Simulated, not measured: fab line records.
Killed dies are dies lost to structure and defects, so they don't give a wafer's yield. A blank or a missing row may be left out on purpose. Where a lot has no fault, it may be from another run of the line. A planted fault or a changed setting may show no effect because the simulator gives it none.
Which tool did it?    flow n5_finfet    Sampling: 24 lots, 72 wafers, 4 of 1938 route steps

== WHAT THE GAUGES SHOWED, per wafer ==
N5_BEOL_M2_CD_MEAS_35: target cd 18 nm, target cd y 22.2 nm.
lot   measured      on         cd_nm (nm)
L074  day 6 13:23   cd_sem-03  18.9 18.0 17.7
L075  day 7 03:38   cd_sem-02  18.0 18.4 18.3
L076  day 7 03:30   cd_sem-01  18.3 18.1 17.7
L077  day 7 12:16   cd_sem-01  18.0 17.7 18.5
L078  day 7 21:55   cd_sem-03  18.0 17.5 17.9
L079  day 7 21:56   cd_sem-01  18.3 17.5 18.5
L080  day 8 04:03   cd_sem-03  18.4 17.8 18.2
L081  day 8 11:17   cd_sem-03  17.2 17.3 17.6
L082  day 8 11:34   cd_sem-02  18.6 18.1 18.5
L083  day 9 01:10   cd_sem-02  18.6 18.1 17.9
L084  day 9 02:12   cd_sem-01  17.8 18.1 17.9
L085  day 9 15:38   cd_sem-03  18.2 18.0 18.1
L086  day 9 20:14   cd_sem-02  18.2 18.0 18.2
L087  day 10 03:53  cd_sem-01  17.4 17.8 18.0
L088  day 10 04:44  cd_sem-02  17.5 18.2 18.0
L089  day 10 11:42  cd_sem-02  16.8 17.9 17.8
L090  day 10 18:41  cd_sem-03  18.3 18.5 19.0
L091  day 10 21:29  cd_sem-02  18.9 18.7 18.1
L092  day 11 01:00  cd_sem-02  17.3 16.9 17.3
L093  day 11 08:17  cd_sem-03  17.8 17.7 17.7
L094  day 12 01:49  cd_sem-02  17.6 17.4 18.3
L095  day 12 07:14  cd_sem-01  18.3 17.8 17.7
L097  day 12 10:46  cd_sem-02  18.6 18.0 17.3
L096  day 12 15:02  cd_sem-03  18.9 17.8 18.9

== TOOL THAT RAN EACH LOT (tool first, then ch and the chambers of the sampled wafers, then the start) ==
lot   N5_BEOL_M2_HM_DEP_02          N5_BEOL_M2_ETCH_64                  N5_BEOL_M2_ETCHBACK_99
L074  pvd_sputter-02, day 6 09:16   rie_diel-04 ch 0,2,3, day 6 09:52   rie_diel-01 ch 0,2,3, day 6 12:50
L075  pvd_sputter-03, day 7 00:39   rie_diel-04 ch 0,1,2, day 7 01:39   rie_diel-04 ch 0,1,2, day 7 03:05
L076  pvd_sputter-03, day 7 00:46   rie_diel-01 ch 0,1,3, day 7 01:41   rie_diel-01 ch 0,3, day 7 02:58
L077  pvd_sputter-01, day 7 07:59   rie_diel-03 ch 0,2,3, day 7 08:34   rie_diel-01 ch 0,1,3, day 7 11:43
L078  pvd_sputter-03, day 7 15:30   rie_diel-01 ch 2,3, day 7 16:11     rie_diel-03 ch 0,2, day 7 21:22
L079  pvd_sputter-01, day 7 17:46   rie_diel-03 ch 1,2,3, day 7 18:29   rie_diel-01 ch 0,2,3, day 7 21:24
L080  pvd_sputter-01, day 7 22:59   rie_diel-01 ch 0,1,2, day 7 23:53   rie_diel-04 ch 0,1,3, day 8 03:30
L081  pvd_sputter-03, day 8 08:37   rie_diel-03 ch 1,3, day 8 09:20     rie_diel-03 ch 0,1, day 8 10:44
L082  pvd_sputter-01, day 8 08:52   rie_diel-03 ch 1,2, day 8 09:35     rie_diel-01 ch 0,1,3, day 8 11:01
L083  pvd_sputter-01, day 8 15:43   rie_diel-01 ch 0,1,2, day 8 16:19   rie_diel-03 ch 0,3, day 9 00:38
L084  pvd_sputter-02, day 8 20:46   rie_diel-03 ch 0,2, day 8 21:47     rie_diel-01 ch 1,2, day 9 01:39
L085  pvd_sputter-01, day 9 08:38   rie_diel-03 ch 0,2,3, day 9 10:08   rie_diel-03 ch 0,1, day 9 15:05
L086  pvd_sputter-02, day 9 13:14   rie_diel-03 ch 1,2,3, day 9 14:09   rie_diel-01 ch 1,2,3, day 9 19:41
L087  pvd_sputter-02, day 9 15:58   rie_diel-03 ch 0,2, day 9 16:57     rie_diel-03 ch 0,1,3, day 10 03:20
L088  pvd_sputter-02, day 10 00:16  rie_diel-03 ch 1,2,3, day 10 01:04  rie_diel-03 ch 0,2, day 10 04:11
L089  pvd_sputter-01, day 10 04:18  rie_diel-01 ch 0,2,3, day 10 05:38  rie_diel-03 ch 0,1,3, day 10 11:09
L090  pvd_sputter-03, day 10 14:19  rie_diel-03 ch 0,1, day 10 15:44    rie_diel-01 ch 1,2,3, day 10 18:07
L091  pvd_sputter-02, day 10 15:50  rie_diel-03 ch 0,2,3, day 10 16:46  rie_diel-01 ch 1,2,3, day 10 20:56
L092  pvd_sputter-01, day 10 21:41  rie_diel-01 ch 0,1,3, day 10 22:24  rie_diel-03 ch 1,3, day 11 00:27
L093  pvd_sputter-03, day 11 01:55  rie_diel-03 ch 1,2, day 11 02:54    rie_diel-03 ch 0,1,2, day 11 07:44
L094  pvd_sputter-03, day 11 15:26  rie_diel-01 ch 0,2,3, day 11 16:10  rie_diel-04 ch 1,3, day 12 01:16
L095  pvd_sputter-01, day 11 16:38  rie_diel-04 ch 1,2,3, day 11 17:14  rie_diel-01 ch 1,3, day 12 06:41
L097  pvd_sputter-02, day 12 05:22  rie_diel-01 ch 1,2,3, day 12 05:58  rie_diel-01 ch 0,1,3, day 12 10:12
L096  pvd_sputter-02, day 12 05:28  rie_diel-03 ch 0,3, day 12 06:04    rie_diel-01 ch 1,2, day 12 14:29
- N5_BEOL_M2_HM_DEP_02: deposits TiN, target thk 20 nm.
- N5_BEOL_M2_ETCH_64: etches SOC in N2/H2, target depth 75 nm, overetch 22.5 nm, time 121.9 s.
- N5_BEOL_M2_ETCHBACK_99: etches SiO2 in CHF3, target depth 5 nm, time 10.4 s.

== WHAT THE TOOLS THEMSELVES READ (means of the sampled wafers that have a number; where no wafer has one, the mark that the record gives instead) ==
N5_BEOL_M2_HM_DEP_02.
lot   tool            throttle_valve_pct (%)
L074  pvd_sputter-02  29.9
L075  pvd_sputter-03  29.3
L076  pvd_sputter-03  29.2
L077  pvd_sputter-01  29.8
L078  pvd_sputter-03  29.6
L079  pvd_sputter-01  30.3
L080  pvd_sputter-01  29.7
L081  pvd_sputter-03  28.6
L082  pvd_sputter-01  29.9
L083  pvd_sputter-01  29.7
L084  pvd_sputter-02  29.8
L085  pvd_sputter-01  29.9
L086  pvd_sputter-02  29.6
L087  pvd_sputter-02  29.2
L088  pvd_sputter-02  28.9
L089  pvd_sputter-01  29.9
L090  pvd_sputter-03  30.1
L091  pvd_sputter-02  29.9
L092  pvd_sputter-01  29.7
L093  pvd_sputter-03  29.8
L094  pvd_sputter-03  29.6
L095  pvd_sputter-01  30.3
L097  pvd_sputter-02  29.0
L096  pvd_sputter-02  30.0

N5_BEOL_M2_ETCH_64.
lot   tool         drypump_motor_current_A (A)  oes_product_au (a.u.)  rf_fwd_power_W (W)  rf_vpp_V (V)  showerhead_plenum_p_Torr (Torr)  temp_c (C)  throttle_valve_pct (%)
L074  rie_diel-04  5.2                          0.62                   838.1               526           2.61                             39.93       17.7
L075  rie_diel-04  5.5                          0.67                   838.1               527           2.62                             39.89       17.7
L076  rie_diel-01  6.0                          0.59                   836.8               523           2.57                             39.91       17.9
L077  rie_diel-03  6.0                          0.56                   836.2               524           2.57                             40.13       18.0
L078  rie_diel-01  5.5                          0.63                   838.3               527           2.70                             39.90       18.1
L079  rie_diel-03  5.6                          0.59                   835.4               525           2.57                             39.92       17.7
L080  rie_diel-01  5.8                          0.64                   838.3               523           2.58                             39.99       17.8
L081  rie_diel-03  5.3                          0.62                   837.5               528           2.66                             39.91       17.6
L082  rie_diel-03  5.5                          0.64                   834.7               526           2.60                             40.04       17.4
L083  rie_diel-01  5.8                          0.63                   839.9               524           2.58                             40.07       17.8
L084  rie_diel-03  6.1                          0.57                   839.7               523           2.50                             39.93       17.9
L085  rie_diel-03  6.0                          0.55                   835.4               524           2.56                             39.98       18.1
L086  rie_diel-03  5.6                          0.59                   834.9               525           2.57                             39.94       17.7
L087  rie_diel-03  6.2                          0.55                   834.9               524           2.57                             39.97       18.1
L088  rie_diel-03  5.6                          0.58                   834.5               524           2.56                             40.01       17.7
L089  rie_diel-01  5.7                          0.62                   837.2               527           2.66                             39.96       18.0
L090  rie_diel-03  5.9                          0.57                   837.0               527           2.65                             40.15       18.0
L091  rie_diel-03  6.0                          0.53                   834.3               523           2.55                             40.13       18.1
L092  rie_diel-01  6.0                          0.56                   836.7               524           2.56                             40.04       18.0
L093  rie_diel-03  5.5                          0.61                   839.1               525           2.58                             40.07       17.5
L094  rie_diel-01  5.7                          0.61                   838.2               526           2.65                             40.00       18.0
L095  rie_diel-04  5.3                          0.61                   837.8               524           2.53                             39.99       17.8
L097  rie_diel-01  5.5                          0.58                   837.1               525           2.59                             40.08       18.1
L096  rie_diel-03  6.1                          0.52                   837.7               526           2.62                             39.97       18.3

N5_BEOL_M2_ETCHBACK_99.
lot   tool         drypump_motor_current_A (A)  mfc_ar_sccm (sccm)  oes_product_au (a.u.)  rf_fwd_power_W (W)  rf_vpp_V (V)  showerhead_plenum_p_Torr (Torr)  throttle_valve_pct (%)
L074  rie_diel-01  5.8                          199.5               0.76                   213.1               245           2.16                             17.15
L075  rie_diel-04  5.5                          200.0               0.88                   212.6               240           2.24                             16.99
L076  rie_diel-01  6.0                          200.5               0.77                   212.5               253           2.22                             17.05
L077  rie_diel-01  6.0                          199.7               0.77                   213.6               245           2.17                             17.03
L078  rie_diel-03  6.2                          199.5               0.74                   211.7               243           2.17                             17.23
L079  rie_diel-01  5.7                          200.5               0.86                   213.6               247           2.25                             17.02
L080  rie_diel-04  5.4                          200.8               0.82                   212.8               236           2.16                             17.10
L081  rie_diel-03  5.9                          199.8               0.77                   211.7               245           2.25                             17.17
L082  rie_diel-01  6.0                          200.1               0.76                   213.5               245           2.16                             17.04
L083  rie_diel-03  5.8                          200.1               0.69                   211.2               249           2.22                             17.49
L084  rie_diel-01  5.3                          199.9               0.87                   212.6               239           2.21                             17.07
L085  rie_diel-03  5.6                          200.1               0.82                   211.9               247           2.26                             17.02
L086  rie_diel-01  5.4                          199.8               0.79                   212.5               245           2.19                             17.10
L087  rie_diel-03  5.7                          199.9               0.75                   211.8               247           2.24                             17.26
L088  rie_diel-03  6.2                          199.8               0.72                   211.9               242           2.17                             17.27
L089  rie_diel-03  5.7                          199.8               0.75                   211.5               249           2.24                             17.27
L090  rie_diel-01  5.5                          199.8               0.78                   213.0               245           2.18                             17.13
L091  rie_diel-01  5.5                          199.4               0.77                   212.2               244           2.18                             17.13
L092  rie_diel-03  5.5                          199.3               0.73                   210.6               252           2.23                             17.35
L093  rie_diel-03  5.8                          199.8               0.77                   212.5               244           2.18                             17.13
L094  rie_diel-04  5.5                          200.5               0.83                   212.0               234           2.09                             17.06
L095  rie_diel-01  5.7                          200.4               0.70                   213.8               250           2.15                             17.17
L097  rie_diel-01  6.0                          199.4               0.72                   212.4               246           2.15                             17.11
L096  rie_diel-01  5.6                          200.5               0.75                   213.1               238           2.12                             17.14

== THE ANSWER, worked out from the rows above alone ==
Rule: what is usual is taken from the lots themselves. Put in order of their means at a reading, lots are off if they are a third of the lots or fewer, leave a main group of 4 or more, and stand apart from it by a gap of 3 or more times the standard deviation of the main group's means; of several such gaps the widest counts. A main group whose means are all the same, to the digits that the tables above print for the reading, isn't used. A lot without any number at a reading at which 4 lots or more have one is off too. Any other lot the step has rows for is counted as sound. After the gauges, taken in route order, come the tools' own readings; for these a lot's mean is taken, as printed above. The first step at which some lot is off is used, and at that step the reading that is off furthest; a lot without a number counts as furthest.
Across all readings shown, no lot is off: no conclusion can be drawn from this.

== WHAT WAS PUT IN BY THE SIMULATOR ==
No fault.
